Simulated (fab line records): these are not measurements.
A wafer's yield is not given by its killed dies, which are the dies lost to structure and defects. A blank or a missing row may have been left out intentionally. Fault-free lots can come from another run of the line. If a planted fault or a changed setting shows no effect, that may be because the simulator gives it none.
What tool caused it? / flow n5Finfet / Sampling: 9 lots, 27 wafers, 8 of 1938 route steps

## WHAT THE GAUGES READ, wafer by wafer
N5_ZERO_LAYER_INSPECT_20: inspects for defects (darkfield).
lot=L709; measured=day 3 19:16; on=defectInspect-02; rawDefectCount=46 34 32
lot=L713; measured=day 4 19:29; on=defectInspect-02; rawDefectCount=30 20 32
lot=L714; measured=day 5 01:56; on=defectInspect-02; rawDefectCount=72 35 58
lot=L715; measured=day 5 07:26; on=defectInspect-02; rawDefectCount=39 18 25
lot=L717; measured=day 5 19:20; on=defectInspect-01; rawDefectCount=16 33 25
lot=L718; measured=day 6 01:40; on=defectInspect-02; rawDefectCount=948 972 979
lot=L720; measured=day 6 13:25; on=defectInspect-01; rawDefectCount=929 985 942
lot=L722; measured=day 7 01:23; on=defectInspect-02; rawDefectCount=1000 961 987
lot=L723; measured=day 7 07:17; on=defectInspect-02; rawDefectCount=54 46 57

N5_WELL_APT_OVL_MEAS_09.
lot=L709; measured=day 3 19:35; on=overlay-02; NWELL_OVL (nm)=10 8 7
lot=L713; measured=day 4 19:56; on=overlay-01; NWELL_OVL (nm)=-4 1 -7
lot=L714; measured=day 5 02:23; on=overlay-02; NWELL_OVL (nm)=6 9 6
lot=L715; measured=day 5 07:53; on=overlay-01; NWELL_OVL (nm)=-3 5 -7
lot=L717; measured=day 5 19:40; on=overlay-02; NWELL_OVL (nm)=8 5 8
lot=L718; measured=day 6 02:00; on=overlay-02; NWELL_OVL (nm)=-11 2 -5
lot=L720; measured=day 6 13:53; on=overlay-02; NWELL_OVL (nm)=7 5 -1
lot=L722; measured=day 7 01:43; on=overlay-02; NWELL_OVL (nm)=4 7 9
lot=L723; measured=day 7 07:58; on=overlay-02; NWELL_OVL (nm)=6 5 10

N5_WELL_APT_INSPECT_10: inspects for defects (macro).
lot=L709; measured=day 3 19:37; on=defectInspect-02; rawDefectCount=3 2 0
lot=L713; measured=day 4 19:58; on=defectInspect-02; rawDefectCount=3 1 1
lot=L714; measured=day 5 02:25; on=defectInspect-02; rawDefectCount=3 1 1
lot=L715; measured=day 5 07:55; on=defectInspect-02; rawDefectCount=1 1 2
lot=L717; measured=day 5 19:41; on=defectInspect-01; rawDefectCount=2 5 3
lot=L718; measured=day 6 02:02; on=defectInspect-01; rawDefectCount=>300 >300 >300
lot=L720; measured=day 6 13:55; on=defectInspect-01; rawDefectCount=>300 >300 >300
lot=L722; measured=day 7 01:45; on=defectInspect-02; rawDefectCount=>300 >300 >300
lot=L723; measured=day 7 07:59; on=defectInspect-02; rawDefectCount=3 1 2

N5_WELL_APT_INSPECT_38: inspects for defects (darkfield).
lot=L709; measured=day 3 22:55; on=defectInspect-01; rawDefectCount=13 17 14
lot=L713; measured=day 4 23:48; on=defectInspect-02; rawDefectCount=6 7 9
lot=L714; measured=day 5 05:20; on=defectInspect-02; rawDefectCount=9 7 9
lot=L715; measured=day 5 11:31; on=defectInspect-01; rawDefectCount=21 10 11
lot=L717; measured=day 5 23:26; on=defectInspect-01; rawDefectCount=25 25 22
lot=L718; measured=day 6 07:43; on=defectInspect-01; rawDefectCount=927 960 954
lot=L720; measured=day 6 17:40; on=defectInspect-01; rawDefectCount=918 959 937
lot=L722; measured=day 7 04:55; on=defectInspect-02; rawDefectCount=956 917 947
lot=L723; measured=day 7 11:13; on=defectInspect-02; rawDefectCount=11 6 13

N5_PMOS_HMC_CHANNEL_EPI_CD_MEAS_09 targets a cd of 237.4 nm.
lot=L709; measured=day 3 23:21; on=cdSem-03; cdNm (nm)=237.5 237.8 238.1
lot=L713; measured=day 5 00:14; on=cdSem-03; cdNm (nm)=234.8 235.4 235.7
lot=L714; measured=day 5 05:46; on=cdSem-02; cdNm (nm)=237.2 236.3 237.8
lot=L715; measured=day 5 11:58; on=cdSem-02; cdNm (nm)=237.4 237.1 236.2
lot=L717; measured=day 5 23:52; on=cdSem-02; cdNm (nm)=238.0 239.1 237.5
lot=L718; measured=day 6 08:09; on=cdSem-02; cdNm (nm)=237.8 237.3 236.5
lot=L720; measured=day 6 18:06; on=cdSem-02; cdNm (nm)=238.0 237.9 236.7
lot=L722; measured=day 7 05:22; on=cdSem-02; cdNm (nm)=237.0 237.1 238.2
lot=L723; measured=day 7 11:32; on=cdSem-03; cdNm (nm)=237.6 237.9 238.1

N5_BEOL_M4_RC_MEAS_101.
lot=L709; measured=day 10 08:18; on=prober-02; DIBL_N (mV/V)=37.3 36.9 38.4; DIBL_P (mV/V)=36.8 34.5 37.2; IOFF_N (nA/um)=0.157 0.142 0.170; IOFF_P (nA/um)=0.208 0.175 0.222; ION_N (uA/um)=676 670 679; ION_P (uA/um)=460 454 466; SS_N (mV/dec)=71.5 71.5 71.0; SS_P (mV/dec)=73.1 72.3 73.1; VT_N (mV)=250.6 249.8 250.6; VT_P (mV)=-246.9 -251.8 -248.8
lot=L713; measured=day 11 04:31; on=prober-01; DIBL_N (mV/V)=36.8 36.4 37.2; DIBL_P (mV/V)=35.7 34.3 35.9; IOFF_N (nA/um)=0.153 0.132 0.162; IOFF_P (nA/um)=0.200 0.178 0.203; ION_N (uA/um)=669 669 672; ION_P (uA/um)=461 457 461; SS_N (mV/dec)=71.3 71.5 72.4; SS_P (mV/dec)=73.3 72.7 72.8; VT_N (mV)=250.2 254.0 247.5; VT_P (mV)=-250.9 -251.9 -250.6
lot=L714; measured=day 11 04:29; on=prober-02; DIBL_N (mV/V)=36.9 36.0 34.8; DIBL_P (mV/V)=36.7 35.0 33.6; IOFF_N (nA/um)=0.175 0.158 0.136; IOFF_P (nA/um)=0.236 0.202 0.183; ION_N (uA/um)=675 670 655; ION_P (uA/um)=459 460 455; SS_N (mV/dec)=70.7 71.4 71.3; SS_P (mV/dec)=73.8 73.5 72.8; VT_N (mV)=246.6 248.5 252.5; VT_P (mV)=-248.5 -249.7 -252.3
lot=L715; measured=day 11 13:08; on=prober-02; DIBL_N (mV/V)=36.7 37.1 37.5; DIBL_P (mV/V)=36.3 36.5 38.4; IOFF_N (nA/um)=0.153 0.157 0.169; IOFF_P (nA/um)=0.211 0.212 0.252; ION_N (uA/um)=667 678 690; ION_P (uA/um)=461 467 474; SS_N (mV/dec)=71.8 71.4 71.5; SS_P (mV/dec)=73.5 73.0 74.4; VT_N (mV)=250.2 248.7 245.7; VT_P (mV)=-251.3 -250.3 -248.6
lot=L717; measured=day 12 04:40; on=prober-01; DIBL_N (mV/V)=37.4 37.3 37.6; DIBL_P (mV/V)=37.4 37.3 37.9; IOFF_N (nA/um)=0.165 0.157 0.167; IOFF_P (nA/um)=0.216 0.215 0.225; ION_N (uA/um)=673 661 669; ION_P (uA/um)=456 459 466; SS_N (mV/dec)=72.4 72.3 71.7; SS_P (mV/dec)=73.7 73.1 73.4; VT_N (mV)=249.8 250.2 250.1; VT_P (mV)=-250.1 -250.8 -247.8
lot=L718; measured=day 12 13:58; on=prober-02; DIBL_N (mV/V)=36.0 34.9 35.9; DIBL_P (mV/V)=38.0 37.0 38.0; IOFF_N (nA/um)=0.171 0.152 0.169; IOFF_P (nA/um)=0.222 0.204 0.232; ION_N (uA/um)=670 670 677; ION_P (uA/um)=463 466 467; SS_N (mV/dec)=71.5 71.0 71.0; SS_P (mV/dec)=73.3 72.7 73.0; VT_N (mV)=250.0 250.4 249.7; VT_P (mV)=-248.7 -249.4 -247.9
lot=L720; measured=day 12 20:07; on=prober-01; DIBL_N (mV/V)=36.3 37.1 36.7; DIBL_P (mV/V)=36.7 38.9 37.9; IOFF_N (nA/um)=0.151 0.177 0.158; IOFF_P (nA/um)=0.195 0.230 0.207; ION_N (uA/um)=665 673 665; ION_P (uA/um)=456 466 453; SS_N (mV/dec)=71.5 71.9 72.0; SS_P (mV/dec)=73.4 74.6 74.0; VT_N (mV)=249.9 247.2 250.0; VT_P (mV)=-251.6 -249.3 -247.9
lot=L722; measured=day 13 09:25; on=prober-01; DIBL_N (mV/V)=32.6 34.9 34.2; DIBL_P (mV/V)=33.7 35.5 34.8; IOFF_N (nA/um)=0.128 0.152 0.143; IOFF_P (nA/um)=0.168 0.209 0.188; ION_N (uA/um)=670 677 679; ION_P (uA/um)=469 471 467; SS_N (mV/dec)=71.4 71.3 71.7; SS_P (mV/dec)=72.8 73.7 73.1; VT_N (mV)=252.5 249.9 251.6; VT_P (mV)=-250.6 -246.6 -253.1
lot=L723; measured=day 13 20:34; on=prober-02; DIBL_N (mV/V)=37.5 36.8 38.2; DIBL_P (mV/V)=37.3 37.3 38.1; IOFF_N (nA/um)=0.160 0.155 0.175; IOFF_P (nA/um)=0.168 0.173 0.183; ION_N (uA/um)=675 675 691; ION_P (uA/um)=452 458 461; SS_N (mV/dec)=72.1 70.9 71.8; SS_P (mV/dec)=73.6 73.6 73.1; VT_N (mV)=248.8 248.2 247.3; VT_P (mV)=-257.4 -256.5 -256.1

## WHAT TOOL EACH LOT RAN ON (gives the tool, then ch and the chambers of the sampled wafers, and finally the start)
lot=L709; N5_ZERO_LAYER_STRIP_24=plasmaAsher-02 ch 0,1, day 3 18:53; N5_WELL_APT_DESCUM_30=rieDiel-04 ch 1,2, day 3 21:00
lot=L713; N5_ZERO_LAYER_STRIP_24=plasmaAsher-02 ch 0,1, day 4 18:56; N5_WELL_APT_DESCUM_30=rieDiel-06 ch 1,2,3, day 4 21:19
lot=L714; N5_ZERO_LAYER_STRIP_24=plasmaAsher-01 ch 0,1, day 5 01:34; N5_WELL_APT_DESCUM_30=rieDiel-06 ch 0,1,2, day 5 03:35
lot=L715; N5_ZERO_LAYER_STRIP_24=plasmaAsher-02 ch 0,1, day 5 07:03; N5_WELL_APT_DESCUM_30=rieDiel-06 ch 1,3, day 5 09:16
lot=L717; N5_ZERO_LAYER_STRIP_24=plasmaAsher-01 ch 0,1, day 5 18:58; N5_WELL_APT_DESCUM_30=rieDiel-01 ch 0,2,3, day 5 21:19
lot=L718; N5_ZERO_LAYER_STRIP_24=plasmaAsher-01 ch 0,1, day 6 01:19; N5_WELL_APT_DESCUM_30=rieDiel-04 ch 0,1,3, day 6 03:44
lot=L720; N5_ZERO_LAYER_STRIP_24=plasmaAsher-01 ch 0,1, day 6 13:02; N5_WELL_APT_DESCUM_30=rieDiel-01 ch 1,2,3, day 6 15:21
lot=L722; N5_ZERO_LAYER_STRIP_24=plasmaAsher-01 ch 0,1, day 7 01:02; N5_WELL_APT_DESCUM_30=rieDiel-04 ch 1,3, day 7 03:11
lot=L723; N5_ZERO_LAYER_STRIP_24=plasmaAsher-02 ch 0,1, day 7 06:55; N5_WELL_APT_DESCUM_30=rieDiel-06 ch 0,1,3, day 7 09:20
- N5_ZERO_LAYER_STRIP_24: strips in O2.
- N5_WELL_APT_DESCUM_30: chemistry O2, time 7.9 s.

## WHAT THE TOOLS THEMSELVES READ (means of the sampled wafers that have a number; where no wafer has one, the mark that the record gives instead)
N5_ZERO_LAYER_STRIP_24.
lot=L709; tool=plasmaAsher-02; drypumpMotorCurrentA (A)=5.8; heaterPowerW (W)=340; oesProductAu (a.u.)=0.644; stripTimeToEndpointS (s)=43.90
lot=L713; tool=plasmaAsher-02; drypumpMotorCurrentA (A)=6.1; heaterPowerW (W)=322; oesProductAu (a.u.)=0.647; stripTimeToEndpointS (s)=43.91
lot=L714; tool=plasmaAsher-01; drypumpMotorCurrentA (A)=5.0; heaterPowerW (W)=325; oesProductAu (a.u.)=0.648; stripTimeToEndpointS (s)=44.08
lot=L715; tool=plasmaAsher-02; drypumpMotorCurrentA (A)=5.8; heaterPowerW (W)=331; oesProductAu (a.u.)=0.647; stripTimeToEndpointS (s)=43.95
lot=L717; tool=plasmaAsher-01; drypumpMotorCurrentA (A)=5.0; heaterPowerW (W)=318; oesProductAu (a.u.)=0.650; stripTimeToEndpointS (s)=43.92
lot=L718; tool=plasmaAsher-01; drypumpMotorCurrentA (A)=5.0; heaterPowerW (W)=317; oesProductAu (a.u.)=0.650; stripTimeToEndpointS (s)=43.94
lot=L720; tool=plasmaAsher-01; drypumpMotorCurrentA (A)=5.0; heaterPowerW (W)=318; oesProductAu (a.u.)=0.647; stripTimeToEndpointS (s)=43.90
lot=L722; tool=plasmaAsher-01; drypumpMotorCurrentA (A)=5.4; heaterPowerW (W)=323; oesProductAu (a.u.)=0.644; stripTimeToEndpointS (s)=43.97
lot=L723; tool=plasmaAsher-02; drypumpMotorCurrentA (A)=5.8; heaterPowerW (W)=335; oesProductAu (a.u.)=0.648; stripTimeToEndpointS (s)=43.93

N5_WELL_APT_DESCUM_30.
lot=L709; tool=rieDiel-04; drypumpMotorCurrentA (A)=5.9; oesProductAu (a.u.)=0.72; rfVppV (V)=242.4; showerheadPlenumPTorr (Torr)=2.05; throttleValvePct (%)=20.44
lot=L713; tool=rieDiel-06; drypumpMotorCurrentA (A)=5.8; oesProductAu (a.u.)=0.73; rfVppV (V)=244.0; showerheadPlenumPTorr (Torr)=2.10; throttleValvePct (%)=20.50
lot=L714; tool=rieDiel-06; drypumpMotorCurrentA (A)=5.4; oesProductAu (a.u.)=0.73; rfVppV (V)=243.6; showerheadPlenumPTorr (Torr)=2.10; throttleValvePct (%)=20.50
lot=L715; tool=rieDiel-06; drypumpMotorCurrentA (A)=5.8; oesProductAu (a.u.)=0.73; rfVppV (V)=242.7; showerheadPlenumPTorr (Torr)=2.10; throttleValvePct (%)=20.44
lot=L717; tool=rieDiel-01; drypumpMotorCurrentA (A)=5.5; oesProductAu (a.u.)=0.80; rfVppV (V)=244.3; showerheadPlenumPTorr (Torr)=2.13; throttleValvePct (%)=20.50
lot=L718; tool=rieDiel-04; drypumpMotorCurrentA (A)=5.6; oesProductAu (a.u.)=0.72; rfVppV (V)=242.2; showerheadPlenumPTorr (Torr)=2.05; throttleValvePct (%)=20.44
lot=L720; tool=rieDiel-01; drypumpMotorCurrentA (A)=5.4; oesProductAu (a.u.)=0.88; rfVppV (V)=243.1; showerheadPlenumPTorr (Torr)=2.10; throttleValvePct (%)=20.21
lot=L722; tool=rieDiel-04; drypumpMotorCurrentA (A)=5.6; oesProductAu (a.u.)=0.74; rfVppV (V)=242.9; showerheadPlenumPTorr (Torr)=2.02; throttleValvePct (%)=20.23
lot=L723; tool=rieDiel-06; drypumpMotorCurrentA (A)=5.9; oesProductAu (a.u.)=0.74; rfVppV (V)=244.0; showerheadPlenumPTorr (Torr)=2.14; throttleValvePct (%)=20.50

## THE ANSWER, worked out from the rows above alone
Rule: what is usual is taken from the lots themselves. The widest of any qualifying gaps counts: lots, ordered by their means at a reading, are off when they make up no more than a third of the lots, leave a main group of 4 or more, and stand apart from it by 3 or more times the standard deviation of that group's means. If all means in a main group match to the digits the tables above print for the reading, that group is not used. A lot without any number at a reading at which 4 lots or more have one is off too. Any other lot the step has rows for is counted as sound. The gauges are gone through in route order, then the tools' own readings, and for those a lot's mean is taken as printed above. The first step at which some lot is off is used, and at that step the reading that is off furthest; a lot without a number counts as furthest.
Off: L718, L720, L722 (N5_ZERO_LAYER_INSPECT_20, rawDefectCount). Main group: mean 37, sd 12.
A tool fits if, at a process step before that reading, it ran every lot that is off, and no sound lot after the first of them. Those tools and the gauges at N5_ZERO_LAYER_INSPECT_20 are tried in the same way. One fits: plasmaAsher-01 at N5_ZERO_LAYER_STRIP_24. Its last sound lot is L717 (day 5 18:58), its first lot that is off L718 (day 6 01:19): a fault that began between those two fits.

## WHAT HAD BEEN PUT IN BY THE SIMULATOR
Chamber particle source: plasmaAsher-01, from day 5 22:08 on, at N5_ZERO_LAYER_STRIP_24. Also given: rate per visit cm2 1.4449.
Struck lots among those shown: L718, L720, L722. The rule given above showed the same thing.
